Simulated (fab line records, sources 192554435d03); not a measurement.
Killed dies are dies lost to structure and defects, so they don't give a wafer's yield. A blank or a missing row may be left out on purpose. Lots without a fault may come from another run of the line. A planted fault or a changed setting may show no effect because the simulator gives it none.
Which tool did it? | flow n5_finfet | 12 lots, 36 wafers sampled, at 3 steps of a route of 1938

WHAT THE GAUGES READ, wafer by wafer
N5_BEOL_M10_CD_MEAS_18: pitch 140 nm, target cd 70 nm.
lot  | measured     | on        | cd_nm (nm)
L075 | day 10 10:29 | cd_sem-01 | 70.5 70.6 72.0
L078 | day 10 18:07 | cd_sem-02 | 70.7 69.6 69.7
L079 | day 11 03:13 | cd_sem-03 | 70.1 70.3 69.7
L080 | day 11 13:00 | cd_sem-02 | 69.7 69.0 69.7
L082 | day 12 06:04 | cd_sem-03 | 69.2 67.3 67.5
L085 | day 12 12:50 | cd_sem-03 | 70.5 69.0 69.2
L087 | day 12 22:35 | cd_sem-03 | 70.3 69.5 70.9
L090 | day 13 20:58 | cd_sem-02 | 69.9 69.1 70.0
L091 | day 14 18:22 | cd_sem-01 | 68.7 68.3 69.3
L094 | day 14 22:53 | cd_sem-03 | 67.1 69.2 68.2
L092 | day 15 03:00 | cd_sem-01 | 68.7 67.9 68.2
L097 | day 16 05:35 | cd_sem-01 | 70.7 69.2 69.3

WHICH TOOL RAN EACH LOT (tool, then ch and the chambers of the sampled wafers, then the start)
lot  | N5_BEOL_M9_CMP_52             | N5_BEOL_M10_CURE_71
L075 | cmp-01 ch 0,1,2, day 10 05:38 | uv_cure-02 ch 2, day 10 06:19
L078 | cmp-02 ch 0,1,2, day 10 15:09 | uv_cure-03 ch 0, day 10 15:57
L079 | cmp-03 ch 0,3, day 11 00:30   | uv_cure-02 ch 2, day 11 01:17
L080 | cmp-01 ch 0,1,2, day 11 08:19 | uv_cure-02 ch 1, day 11 09:00
L082 | cmp-01 ch 1,2,3, day 12 01:40 | uv_cure-03 ch 1, day 12 02:14
L085 | cmp-03 ch 0,2,3, day 12 10:05 | uv_cure-03 ch 2, day 12 10:40
L087 | cmp-03 ch 0,1,2, day 12 19:38 | uv_cure-03 ch 1, day 12 20:26
L090 | cmp-03 ch 1,2,3, day 13 18:05 | uv_cure-01 ch 0, day 13 18:34
L091 | cmp-03 ch 0,2,3, day 14 16:07 | uv_cure-03 ch 1, day 14 16:47
L094 | cmp-02 ch 1,2, day 14 20:44   | uv_cure-01 ch 1, day 14 21:26
L092 | cmp-01 ch 0,1,3, day 15 00:29 | uv_cure-01 ch 0, day 15 01:14
L097 | cmp-03 ch 0,3, day 16 01:40   | uv_cure-02 ch 1, day 16 02:16
- N5_BEOL_M9_CMP_52: polishes, stops on SiCOH lowk, t overpolish 7 s, target thk 140 nm.
- N5_BEOL_M10_CURE_71: cures SiCOH lowk, time 240 s.

THE ANSWER, worked out from the rows above alone
Rule: what is usual is taken from the lots themselves. Put in order of their means at a reading, lots are off if they are a third of the lots or fewer, leave a main group of 4 or more, and stand apart from it by a gap of 3 or more times the standard deviation of the main group's means; of several such gaps the widest counts. A main group whose means are all the same, to the digits that the tables above print for the reading, isn't used. A lot without any number at a reading at which 4 lots or more have one is off too. The other lots that the step has rows for count as sound.
No lot is off at any reading shown: from this, nothing can be told.

WHAT THE SIMULATOR HAD PUT IN
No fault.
